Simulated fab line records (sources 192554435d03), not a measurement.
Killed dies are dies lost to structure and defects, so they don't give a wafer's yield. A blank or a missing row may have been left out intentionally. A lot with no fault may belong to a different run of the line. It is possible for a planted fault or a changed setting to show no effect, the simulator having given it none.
Matching of chambers	flow n5Finfet	rieDiel-01 running N5_BEOL_M10_DESCUM_33: 4 sister chambers
The step chemistry O2, time 7.9 s. 16 wafers are shown with their chamber, then 8 later ones without.

== WAFERS PAIRED WITH THEIR CHAMBERS ==
wafer	chamber	showerheadPlenumPTorr (Torr)	throttleValvePct (%)	oesProductAu (a.u.)
L076.4	1	2.01	20.69	0.76
L076.5	1	2.01	20.72	0.76
L076.6	0	2.14	20.23	0.94
L078.1	3	2.20	20.90	0.80
L078.4	0	2.13	20.24	0.92
L078.6	2	2.22	20.06	0.88
L079.4	3	2.20	20.90	0.80
L079.5	0	2.13	20.25	0.92
L079.6	1	2.01	20.70	0.75
L083.1	2	2.22	20.09	0.85
L083.2	1	2.01	20.71	0.74
L083.6	3	2.20	20.91	0.78
L086.1	0	2.13	20.28	0.89
L086.3	3	2.19	20.93	0.77
L086.4	1	2.00	20.76	0.73
L089.1	0	2.12	20.29	0.88

SIGNATURES, as means of the wafers listed above
reading	chamber 0	chamber 1	chamber 2	chamber 3	scatter within a chamber
showerheadPlenumPTorr	2.1300	2.0080	2.2200	2.1975	0.00544
throttleValvePct	20.2580	20.7160	20.0750	20.9100	0.0235
oesProductAu	0.9100	0.7480	0.8650	0.7875	0.0187
Rule: for a wafer and a chamber, the distance is found by dividing, reading by reading, the gap between the wafer's reading and the chamber's mean by the reading's scatter, squaring, summing and taking the root. The wafer belongs to the nearest chamber; if the next one is less than 2 further off, it can't be placed. How the scatter is found: for the shown wafers, subtract from each reading the mean of its chamber, square and add these, divide the total by (wafers less chambers), then take the root.

== WAFERS WHOSE CHAMBER IS MISSING ==
wafer	showerheadPlenumPTorr (Torr)	throttleValvePct (%)	oesProductAu (a.u.)
L089.4	2.19	20.96	0.77
L089.6	2.21	20.10	0.84
L092.1	2.19	20.96	0.76
L092.3	2.12	20.30	0.87
L092.6	2.12	20.30	0.88
L095.2	2.12	20.29	0.88
L095.3	1.99	20.77	0.71
L095.6	2.00	20.76	0.71

== WHICH CHAMBER EACH ONE RAN IN ==
wafer	from the rows above	in truth
L089.4	3	3
L089.6	2	2
L092.1	3	3
L092.3	0	0
L092.6	0	0
L095.2	0	0
L095.3	1	1
L095.6	1	1
Placed correctly: 8 of 8. Can't be placed from these rows: 0. 0 placed wrongly.
